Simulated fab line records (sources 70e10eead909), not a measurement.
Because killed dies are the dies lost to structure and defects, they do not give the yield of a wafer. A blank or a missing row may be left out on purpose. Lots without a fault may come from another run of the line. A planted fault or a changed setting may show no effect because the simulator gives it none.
Chamber matching -- flow nandHarc -- NHARC_A_ZERO_WELL_ETCH_19 on rieDiel-03: 4 sister chambers
The step etches the open film in N2/H2, target depth 80 nm, overetch 24 nm, time 87.88 s. 8 wafers are shown with their chamber, then 7 later ones without.

== EACH WAFER AND ITS CHAMBER ==
wafer,chamber,drypumpMotorCurrentA (A),rfVppV (V)
L739.3,3,5.3,434.6
L739.4,0,6.3,429.3
L743.5,0,6.3,430.6
L749.1,2,5.0,430.3
L749.3,1,5.9,431.0
L749.5,1,5.9,430.2
L751.1,3,5.4,434.7
L751.4,2,5.0,430.5

== WAFERS MISSING THEIR CHAMBER ==
wafer,drypumpMotorCurrentA (A),rfVppV (V)
L751.5,5.0,429.0
L752.2,5.0,428.1
L752.4,5.3,434.9
L752.5,5.0,429.3
L757.1,6.3,430.4
L757.2,5.0,430.2
L757.5,6.3,430.2

== CHAMBER TAKEN BY EACH ==
wafer,from the rows above,in truth
L751.5,2,2
L752.2,2,2
L752.4,3,3
L752.5,2,2
L757.1,0,0
L757.2,2,2
L757.5,0,0
Correct placement for 7 of the 7. From these rows, 0 cannot be placed. 0 placed wrongly.
How it was worked out, from the rows above alone: a wafer's distance from a chamber is the root of the sum, over the readings, of the square of ((its reading less the chamber's mean) divided by the reading's scatter). If the next closest chamber is less than 2 further off than the closest, the wafer can't be placed; otherwise it belongs to the closest. A chamber's mean is the mean of its shown wafers. The scatter: the root of (the sum of the squares of (reading less its chamber's mean) over the shown wafers, divided by (wafers less chambers)).
